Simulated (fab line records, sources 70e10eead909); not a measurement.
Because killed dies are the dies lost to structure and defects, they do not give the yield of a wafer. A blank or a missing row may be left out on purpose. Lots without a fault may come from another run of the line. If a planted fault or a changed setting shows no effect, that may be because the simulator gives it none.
Comparing a struck lot with a sound one :: flow nandHarc :: 44 steps out of a route of 1302
Sound: these wafers, L999.3, L999.4, L999.5. Wafers L107.1, L107.3, L107.5 were the ones struck. The cause is named last.
Order at every step that has rows: each side's tool, ch and its chambers, its first start. Under that, the readings that differ: sound wafers :: struck wafers :: difference of the means :: sigmas: that difference in standard deviations of wafers without a fault.
alike: readings whose means differ by less than 2 such deviations, and words and numbers that are the same on both sides. not compared: withheld readings, readings that some wafer has no value for, bounds like >300 that may hide the same value, and numbers for which the record gives no deviation and whose values overlap.
The two part at a step that has a row with sigmas, a row that says differs or no value, or rows on one side only. Non-overlapping numbers with no deviation appear without sigmas and do not part them. Lack of a reading on every wafer of one side parts them only where that side has two or more wafers.

first, 1 step without rows for these wafers: NHARC_P_STI_ANNEAL_34 (time 1800 s).
NHARC_P_STI_CMP_21: polishes, t overpolish 20 s, target thk 380.67 nm.
  sound on cmp-04 ch 0,1,3, day 4 12:33; struck on cmp-02 ch 0,1,3, day 7 18:29
  alike: motorCurrentA, overpolishRunS
  not compared: padLifeWafers
then, 7 steps without rows for these wafers: NHARC_P_STI_SRD_35; NHARC_P_STI_ETCH_36 (etches SiO2 in dHF, target depth 38.8 nm); NHARC_P_STI_STRIP_24 (strips Si3N4 in H3PO4); NHARC_P_STI_ETCH_37 (etches SiO2 in dHF, target depth 11 nm); NHARC_P_STI_PRECLEAN_38 (cleans in SC1); NHARC_P_STI_SRD_39; NHARC_P_STI_OXIDE_40 (material SiO2, target thk 10 nm, ox time 1362 s).
NHARC_P_STI_INSPECT_25:
  struck on defectInspect-02, day 8 05:53; sound on defectInspect-01, day 4 21:03
  alike: rawDefectCount
then, 1 step without rows for these wafers: NHARC_P_GATE_ETCH_69 (etches SiO2 in dHF, target depth 14 nm).
NHARC_P_GATE_PRECLEAN_70: cleans in SC1.
  sound on wetBench-03 ch 0,5,7, day 4 21:11; struck on wetBench-03 ch 3,5,7, day 8 06:02
  alike: diwFlowMLMin
  not compared: runLengthS
then, 10 steps without rows for these wafers: NHARC_P_GATE_SRD_01; NHARC_P_GATE_OXIDE_02 (material SiO2, target thk 37.5 nm, ox time 365 s); NHARC_P_GATE_DEHYDRATE_03 (time 120 s); NHARC_P_GATE_HMDS_04 (time 30 s); NHARC_P_GATE_COAT_05; NHARC_P_GATE_SOFTBAKE_06 (time 95 s); NHARC_P_GATE_EBR_07; NHARC_P_GATE_EXPOSE_08 (exposes mask P HV); NHARC_P_GATE_PEB_09 (peb time 85 s); NHARC_P_GATE_DEVELOP_10 (time 70 s).
NHARC_P_GATE_CD_MEAS_11 targets a cd of 1640 nm.
  sound on cdSem-03 ch 0, day 5 05:48; struck on cdSem-03 ch 0, day 8 14:26
  alike: cdNm
then, 1 step without rows for these wafers: NHARC_P_GATE_HARDBAKE_12 (time 80 s).
NHARC_P_GATE_DESCUM_13: chemistry O2, time 3 s.
  sound on rieDiel-04 ch 1,2, day 5 05:58; struck on rieDiel-09 ch 0,1,2, day 8 14:37
  alike: drypumpMotorCurrentA, oesProductAu, rfVppV, showerheadPlenumPTorr, throttleValvePct
  not compared: rfHoursCounterH
then, 6 steps without rows for these wafers: NHARC_P_GATE_ETCH_14 (etches SiO2 in dHF, target depth 48.8 nm); NHARC_P_GATE_STRIP_15 (strips in SPM, time 780 s); NHARC_P_GATE_PRECLEAN_71 (cleans in SC1); NHARC_P_GATE_SRD_72; NHARC_P_GATE_OXIDE_16 (material SiO2, target thk 3 nm, ox time 392 s); NHARC_P_GATE_CVD_17 (deposits poly-Si, target thk 150 nm, time 900 s).
NHARC_P_GATE_HM_DEP_102: deposits aC, target thk 120 nm.
  sound on aclDep-01 ch 0, day 6 00:20; struck on aclDep-03 ch 0, day 9 03:11
  alike: throttleValvePct
NHARC_P_GATE_DEP_103: deposits SiON, target thk 30 nm.
  sound on pecvd-03 ch 0,1,2, day 6 00:50; struck on pecvd-02 ch 0,1,2, day 9 03:53
  alike: heaterPowerW
  not compared: sinceWetCleanH
then, 8 steps without rows for these wafers: NHARC_P_GATE_DEHYDRATE_18 (time 120 s); NHARC_P_GATE_HMDS_19 (time 30 s); NHARC_P_GATE_COAT_20 (resist thk 90 nm); NHARC_P_GATE_SOFTBAKE_21 (time 55 s); NHARC_P_GATE_EBR_22; NHARC_P_GATE_EXPOSE_23 (exposes mask P GATE, target cd 120 nm); NHARC_P_GATE_PEB_24 (peb time 65 s); NHARC_P_GATE_DEVELOP_25 (develop time 35 s).
NHARC_P_CONTACT_DESCUM_17: chemistry O2, time 3 s.
  sound on rieDiel-12 ch 0,1,3, day 6 21:22; struck on rieDiel-12 ch 0,2,3, day 10 00:37
  alike: drypumpMotorCurrentA, oesProductAu, rfVppV, showerheadPlenumPTorr, throttleValvePct
  not compared: rfHoursCounterH, model.P_CONTACT.cdNm
NHARC_P_CONTACT_ETCH_35: etches the open film in CF4, target depth 39 nm, time 65 s.
  sound on rieDiel-12 ch 0,2,3, day 6 21:26; struck on rieDiel-12 ch 0,2, day 10 00:42
  alike: drypumpMotorCurrentA, oesProductAu, rfVppV, showerheadPlenumPTorr, throttleValvePct
  not compared: rfHoursCounterH, model.P_CONTACT.cdNm
following that, these wafers have no rows for 1 step: NHARC_END_SORT_01.

## WHERE THEY PART
Nowhere in this record.

WHY: what the simulator had put in
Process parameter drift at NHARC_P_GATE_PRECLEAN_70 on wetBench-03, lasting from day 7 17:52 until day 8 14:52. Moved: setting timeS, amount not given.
